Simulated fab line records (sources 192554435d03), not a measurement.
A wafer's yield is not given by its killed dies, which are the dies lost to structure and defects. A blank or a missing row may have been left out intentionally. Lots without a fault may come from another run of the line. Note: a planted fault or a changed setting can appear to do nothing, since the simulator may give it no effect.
Which tool is to blame?	flow n5-finfet	Sampling: 24 lots, 72 wafers, 6 of 1938 route steps

== WHAT THE GAUGES SHOWED, per wafer ==
The record holds no reading of a measuring or inspecting step that can be judged against a usual standard deviation.

== WHAT TOOL EACH LOT RAN ON (gives the tool, then ch and the chambers of the sampled wafers, and finally the start) ==
lot	N5_BEOL_M4_STRIP_97	N5_BEOL_M4_PRE_CLEAN_45	N5_BEOL_M4_SPUTTER_81	N5_BEOL_M4_ANNEAL_82	N5_BEOL_M4_ANNEAL_87	N5_BEOL_M4_ANNEAL_95
L074	rie-diel-06 ch 0,1,2, day 7 21:46 or earlier	pvd-sputter-03, day 7 21:46	pvd-sputter-03, day 7 22:58	pvd-sputter-03, day 7 23:03	pvd-sputter-03, day 7 23:16	pvd-sputter-03, day 8 00:09
L075	rie-diel-05 ch 0,1,2, day 8 04:13 or earlier	pvd-sputter-02, day 8 04:13	pvd-sputter-03, day 8 06:59	pvd-sputter-03, day 8 07:04	pvd-sputter-03, day 8 07:17	pvd-sputter-03, day 8 08:10
L076	rie-diel-06 ch 0,1,3, day 8 20:32 or earlier	pvd-sputter-03, day 8 20:32	pvd-sputter-01, day 8 21:31	pvd-sputter-01, day 8 21:35	pvd-sputter-01, day 8 21:49	pvd-sputter-01, day 8 22:41
L077	rie-diel-01 ch 1,2, day 8 20:41 or earlier	pvd-sputter-03, day 8 20:41	pvd-sputter-03, day 8 21:41	pvd-sputter-03, day 8 21:46	pvd-sputter-03, day 8 21:59	pvd-sputter-03, day 8 22:52
L078	rie-diel-01 ch 0,1,2, day 9 02:40 or earlier	pvd-sputter-02, day 9 02:40	pvd-sputter-02, day 9 03:41	pvd-sputter-02, day 9 03:46	pvd-sputter-02, day 9 03:59	pvd-sputter-02, day 9 04:52
L079	rie-diel-05 ch 0,2,3, day 9 03:05 or earlier	pvd-sputter-02, day 9 03:05	pvd-sputter-03, day 9 04:06	pvd-sputter-03, day 9 04:11	pvd-sputter-03, day 9 04:24	pvd-sputter-03, day 9 05:17
L080	rie-diel-06 ch 2,3, day 9 10:23 or earlier	pvd-sputter-03, day 9 10:23	pvd-sputter-03, day 9 13:02	pvd-sputter-03, day 9 13:07	pvd-sputter-03, day 9 13:20	pvd-sputter-03, day 9 14:13
L081	rie-diel-05 ch 1,3, day 9 10:37 or earlier	pvd-sputter-03, day 9 10:37	pvd-sputter-01, day 9 13:22	pvd-sputter-01, day 9 13:26	pvd-sputter-01, day 9 13:40	pvd-sputter-01, day 9 14:32
L082	rie-diel-05 ch 0,2,3, day 9 15:08 or earlier	pvd-sputter-01, day 9 15:08	pvd-sputter-03, day 9 16:30	pvd-sputter-03, day 9 16:35	pvd-sputter-03, day 9 16:48	pvd-sputter-03, day 9 17:41
L083	rie-diel-05 ch 1,3, day 10 04:46 or earlier	pvd-sputter-01, day 10 04:46	pvd-sputter-01, day 10 06:07	pvd-sputter-01, day 10 06:11	pvd-sputter-01, day 10 06:25	pvd-sputter-01, day 10 07:17
L084	rie-diel-05 ch 1,2,3, day 10 20:53 or earlier	pvd-sputter-03, day 10 20:53	pvd-sputter-01, day 10 21:50	pvd-sputter-01, day 10 21:55	pvd-sputter-01, day 10 22:08	pvd-sputter-01, day 10 23:01
L086	rie-diel-06 ch 0,2,3, day 10 20:53 or earlier	pvd-sputter-01, day 10 20:53	pvd-sputter-02, day 10 21:52	pvd-sputter-02, day 10 21:57	pvd-sputter-02, day 10 22:10	pvd-sputter-02, day 10 23:03
L085	rie-diel-06 ch 1,2,3, day 11 01:22 or earlier	pvd-sputter-02, day 11 01:22	pvd-sputter-03, day 11 02:30	pvd-sputter-03, day 11 02:35	pvd-sputter-03, day 11 02:48	pvd-sputter-03, day 11 03:41
L088	rie-diel-05 ch 0,2,3, day 11 04:28 or earlier	pvd-sputter-02, day 11 04:28	pvd-sputter-01, day 11 06:59	pvd-sputter-01, day 11 07:04	pvd-sputter-01, day 11 07:17	pvd-sputter-01, day 11 08:10
L087	rie-diel-05 ch 1,2, day 11 07:56 or earlier	pvd-sputter-02, day 11 07:56	pvd-sputter-02, day 11 09:14	pvd-sputter-02, day 11 09:19	pvd-sputter-02, day 11 09:32	pvd-sputter-02, day 11 10:25
L089	rie-diel-01 ch 1,2,3, day 12 01:10 or earlier	pvd-sputter-03, day 12 01:10	pvd-sputter-01, day 12 02:12	pvd-sputter-01, day 12 02:17	pvd-sputter-01, day 12 02:30	pvd-sputter-01, day 12 03:23
L090	rie-diel-06 ch 1,2,3, day 12 01:33 or earlier	pvd-sputter-01, day 12 01:33	pvd-sputter-03, day 12 02:50	pvd-sputter-03, day 12 02:55	pvd-sputter-03, day 12 03:08	pvd-sputter-03, day 12 04:01
L092	rie-diel-06 ch 0,1,2, day 12 05:32 or earlier	pvd-sputter-02, day 12 05:32	pvd-sputter-01, day 12 07:05	pvd-sputter-01, day 12 07:10	pvd-sputter-01, day 12 07:23	pvd-sputter-01, day 12 08:16
L091	rie-diel-06 ch 1,2,3, day 12 08:14 or earlier	pvd-sputter-02, day 12 08:14	pvd-sputter-01, day 12 09:13	pvd-sputter-01, day 12 09:17	pvd-sputter-01, day 12 09:31	pvd-sputter-01, day 12 10:23
L094	rie-diel-01 ch 0,1,3, day 12 17:47 or earlier	pvd-sputter-02, day 12 17:47	pvd-sputter-01, day 12 18:50	pvd-sputter-01, day 12 18:55	pvd-sputter-01, day 12 19:08	pvd-sputter-01, day 12 20:01
L093	rie-diel-05 ch 0,3, day 12 21:08 or earlier	pvd-sputter-01, day 12 21:08	pvd-sputter-01, day 12 22:42	pvd-sputter-01, day 12 22:47	pvd-sputter-01, day 12 23:00	pvd-sputter-01, day 12 23:53
L096	rie-diel-01 ch 2,3, day 13 10:14 or earlier	pvd-sputter-02, day 13 10:14	pvd-sputter-01, day 13 11:30	pvd-sputter-01, day 13 11:35	pvd-sputter-01, day 13 11:48	pvd-sputter-01, day 13 12:41
L095	rie-diel-05 ch 0,2,3, day 13 10:52 or earlier	pvd-sputter-01, day 13 10:52	pvd-sputter-03, day 13 11:59	pvd-sputter-03, day 13 12:04	pvd-sputter-03, day 13 12:17	pvd-sputter-03, day 13 13:10
L097	rie-diel-01 ch 0,3, day 13 14:14 or earlier	pvd-sputter-01, day 13 14:14	pvd-sputter-02, day 13 15:43	pvd-sputter-02, day 13 15:47	pvd-sputter-02, day 13 16:01	pvd-sputter-02, day 13 16:53
- N5_BEOL_M4_STRIP_97: strips in N2/H2, time 10 s.
- N5_BEOL_M4_PRE_CLEAN_45: time 30 s.
- N5_BEOL_M4_SPUTTER_81: material Cu, target thk 4.5 nm, time 8.29 s.
- N5_BEOL_M4_ANNEAL_82: time 240 s.
- N5_BEOL_M4_ANNEAL_87: time 240 s.
- N5_BEOL_M4_ANNEAL_95: time 240 s.

== AS READ BY THE TOOLS THEMSELVES (means over the sampled wafers that have a number; for cases with no such wafer, the mark the record gives instead) ==
N5_BEOL_M4_STRIP_97.
lot	tool	chamber-pressure-mTorr (mTorr)	drypump-motor-current-A (A)	oes-product-au (a.u.)	rf-vpp-V (V)	showerhead-plenum-p-Torr (Torr)	temp-c (C)	throttle-valve-pct (%)
L074	rie-diel-06	20.007	5.6	0.77	59.2	2.54	40.04	23.40
L075	rie-diel-05	19.997	5.8	0.72	59.9	2.60	40.06	23.76
L076	rie-diel-06	20.003	5.3	0.78	59.1	2.52	40.05	23.51
L077	rie-diel-01	20.011	6.0	0.81	59.1	2.59	39.96	23.84
L078	rie-diel-01	20.011	5.8	0.84	58.8	2.53	40.12	23.61
L079	rie-diel-05	20.003	5.8	0.73	59.5	2.60	39.90	23.60
L080	rie-diel-06	20.007	6.1	0.72	59.7	2.55	40.02	23.65
L081	rie-diel-05	20.003	5.7	0.83	59.8	2.67	39.87	23.45
L082	rie-diel-05	19.994	5.8	0.73	60.0	2.60	39.92	23.60
L083	rie-diel-05	19.996	5.7	0.79	59.3	2.67	40.04	23.66
L084	rie-diel-05	19.980	5.5	0.76	59.3	2.65	40.04	23.65
L086	rie-diel-06	20.014	5.8	0.75	58.4	2.53	39.99	23.61
L085	rie-diel-06	19.990	5.9	0.71	58.9	2.55	40.04	23.48
L088	rie-diel-05	20.012	5.8	0.83	59.1	2.59	39.94	23.53
L087	rie-diel-05	20.005	5.6	0.73	59.6	2.64	40.01	23.86
L089	rie-diel-01	20.023	5.8	0.77	60.2	2.57	40.00	23.89
L090	rie-diel-06	20.000	5.9	0.81	58.7	2.54	40.02	23.42
L092	rie-diel-06	20.012	5.6	0.84	59.2	2.53	39.94	23.36
L091	rie-diel-06	19.997	5.9	0.80	58.7	2.54	40.00	23.42
L094	rie-diel-01	19.989	5.5	0.79	59.0	2.50	40.07	23.66
L093	rie-diel-05	19.984	6.0	0.85	58.9	2.60	40.11	23.39
L096	rie-diel-01	19.994	5.8	0.70	58.3	2.61	39.98	24.01
L095	rie-diel-05	20.005	5.8	0.91	60.2	2.58	39.98	23.49
L097	rie-diel-01	19.988	5.2	0.75	58.7	2.48	40.05	23.55

N5_BEOL_M4_PRE_CLEAN_45.
lot	tool	heater-power-w (W)	susceptor-temp-C (C)
L074	pvd-sputter-03	342	249.99
L075	pvd-sputter-02	351	250.11
L076	pvd-sputter-03	335	250.06
L077	pvd-sputter-03	300	249.97
L078	pvd-sputter-02	358	250.03
L079	pvd-sputter-02	348	249.90
L080	pvd-sputter-03	318	249.91
L081	pvd-sputter-03	324	250.00
L082	pvd-sputter-01	351	250.08
L083	pvd-sputter-01	349	249.99
L084	pvd-sputter-03	313	249.88
L086	pvd-sputter-01	327	250.00
L085	pvd-sputter-02	346	250.09
L088	pvd-sputter-02	352	250.15
L087	pvd-sputter-02	345	250.19
L089	pvd-sputter-03	312	250.07
L090	pvd-sputter-01	357	250.07
L092	pvd-sputter-02	353	249.92
L091	pvd-sputter-02	351	249.85
L094	pvd-sputter-02	346	249.97
L093	pvd-sputter-01	339	250.01
L096	pvd-sputter-02	349	250.05
L095	pvd-sputter-01	360	249.78
L097	pvd-sputter-01	362	249.96

N5_BEOL_M4_SPUTTER_81.
lot	tool	chuck-sensor-temp-C (C)	susceptor-temp-C (C)	throttle-valve-pct (%)
L074	pvd-sputter-03	-15.8	-20.06	29.2
L075	pvd-sputter-03	-15.9	-20.08	29.4
L076	pvd-sputter-01	-16.2	-19.98	28.7
L077	pvd-sputter-03	-16.3	-20.05	28.7
L078	pvd-sputter-02	-16.1	-19.98	30.9
L079	pvd-sputter-03	-16.1	-20.07	29.0
L080	pvd-sputter-03	-16.0	-20.08	29.5
L081	pvd-sputter-01	-16.0	-20.04	30.9
L082	pvd-sputter-03	-15.9	-20.01	29.3
L083	pvd-sputter-01	-16.2	-20.03	30.0
L084	pvd-sputter-01	-16.3	-19.95	28.5
L086	pvd-sputter-02	-16.1	-19.91	31.0
L085	pvd-sputter-03	-15.9	-19.98	29.4
L088	pvd-sputter-01	-16.1	-19.90	29.5
L087	pvd-sputter-02	-16.0	-20.02	31.0
L089	pvd-sputter-01	-16.0	-19.87	29.6
L090	pvd-sputter-03	-16.0	-19.97	29.3
L092	pvd-sputter-01	-16.3	-20.03	29.1
L091	pvd-sputter-01	-15.7	-20.02	31.2
L094	pvd-sputter-01	-15.9	-20.00	30.0
L093	pvd-sputter-01	-15.8	-19.96	31.2
L096	pvd-sputter-01	-15.9	-19.93	30.4
L095	pvd-sputter-03	-15.8	-20.01	29.2
L097	pvd-sputter-02	-16.0	-20.03	31.0

N5_BEOL_M4_ANNEAL_82.
lot	tool	heater-power-w (W)	susceptor-temp-C (C)
L074	pvd-sputter-03	837	400.05
L075	pvd-sputter-03	775	399.71
L076	pvd-sputter-01	940	399.75
L077	pvd-sputter-03	759	400.15
L078	pvd-sputter-02	864	399.91
L079	pvd-sputter-03	857	400.09
L080	pvd-sputter-03	784	399.83
L081	pvd-sputter-01	746	400.00
L082	pvd-sputter-03	795	400.06
L083	pvd-sputter-01	803	399.93
L084	pvd-sputter-01	946	399.95
L086	pvd-sputter-02	858	399.94
L085	pvd-sputter-03	835	400.09
L088	pvd-sputter-01	885	399.71
L087	pvd-sputter-02	868	399.95
L089	pvd-sputter-01	893	400.20
L090	pvd-sputter-03	817	400.07
L092	pvd-sputter-01	874	399.93
L091	pvd-sputter-01	777	400.04
L094	pvd-sputter-01	892	399.95
L093	pvd-sputter-01	786	400.12
L096	pvd-sputter-01	832	399.86
L095	pvd-sputter-03	838	399.84
L097	pvd-sputter-02	866	400.03

N5_BEOL_M4_ANNEAL_87.
lot	tool	heater-power-w (W)	susceptor-temp-C (C)
L074	pvd-sputter-03	845	400.02
L075	pvd-sputter-03	760	399.84
L076	pvd-sputter-01	950	399.75
L077	pvd-sputter-03	757	399.99
L078	pvd-sputter-02	883	399.83
L079	pvd-sputter-03	857	399.74
L080	pvd-sputter-03	788	399.98
L081	pvd-sputter-01	749	399.73
L082	pvd-sputter-03	790	400.09
L083	pvd-sputter-01	812	399.90
L084	pvd-sputter-01	936	400.03
L086	pvd-sputter-02	874	399.84
L085	pvd-sputter-03	828	400.12
L088	pvd-sputter-01	880	399.92
L087	pvd-sputter-02	899	399.99
L089	pvd-sputter-01	895	399.91
L090	pvd-sputter-03	815	399.95
L092	pvd-sputter-01	865	400.06
L091	pvd-sputter-01	780	399.99
L094	pvd-sputter-01	894	399.95
L093	pvd-sputter-01	775	399.76
L096	pvd-sputter-01	821	399.92
L095	pvd-sputter-03	845	399.95
L097	pvd-sputter-02	865	400.06

N5_BEOL_M4_ANNEAL_95.
lot	tool	heater-power-w (W)	susceptor-temp-C (C)
L074	pvd-sputter-03	839	400.08
L075	pvd-sputter-03	761	399.78
L076	pvd-sputter-01	941	399.91
L077	pvd-sputter-03	757	400.00
L078	pvd-sputter-02	878	399.90
L079	pvd-sputter-03	866	400.11
L080	pvd-sputter-03	782	400.05
L081	pvd-sputter-01	755	400.13
L082	pvd-sputter-03	804	399.90
L083	pvd-sputter-01	786	400.11
L084	pvd-sputter-01	929	399.83
L086	pvd-sputter-02	866	399.97
L085	pvd-sputter-03	839	400.04
L088	pvd-sputter-01	873	400.04
L087	pvd-sputter-02	892	400.08
L089	pvd-sputter-01	890	399.95
L090	pvd-sputter-03	805	400.02
L092	pvd-sputter-01	871	400.07
L091	pvd-sputter-01	765	400.06
L094	pvd-sputter-01	906	400.07
L093	pvd-sputter-01	772	399.93
L096	pvd-sputter-01	835	400.15
L095	pvd-sputter-03	841	399.97
L097	pvd-sputter-02	868	399.76

== THE ANSWER, worked out from the rows above alone ==
Rule: the usual values come from the lots themselves. The widest of any qualifying gaps counts: lots, ordered by their means at a reading, are off when they make up no more than a third of the lots, leave a main group of 4 or more, and stand apart from it by 3 or more times the standard deviation of that group's means. If all means in a main group match to the digits the tables above print for the reading, that group is not used. A lot without any number at a reading at which 4 lots or more have one is off too. Any other lot the step has rows for is counted as sound. The gauges are gone through in route order, then the tools' own readings, and for those a lot's mean is taken as printed above. At the first step where some lot is off, the reading lying furthest off is the one used; lots without a number count as furthest.
Nothing can be told from this: no lot is off at any reading shown.

== WHAT HAD BEEN PUT IN BY THE SIMULATOR ==
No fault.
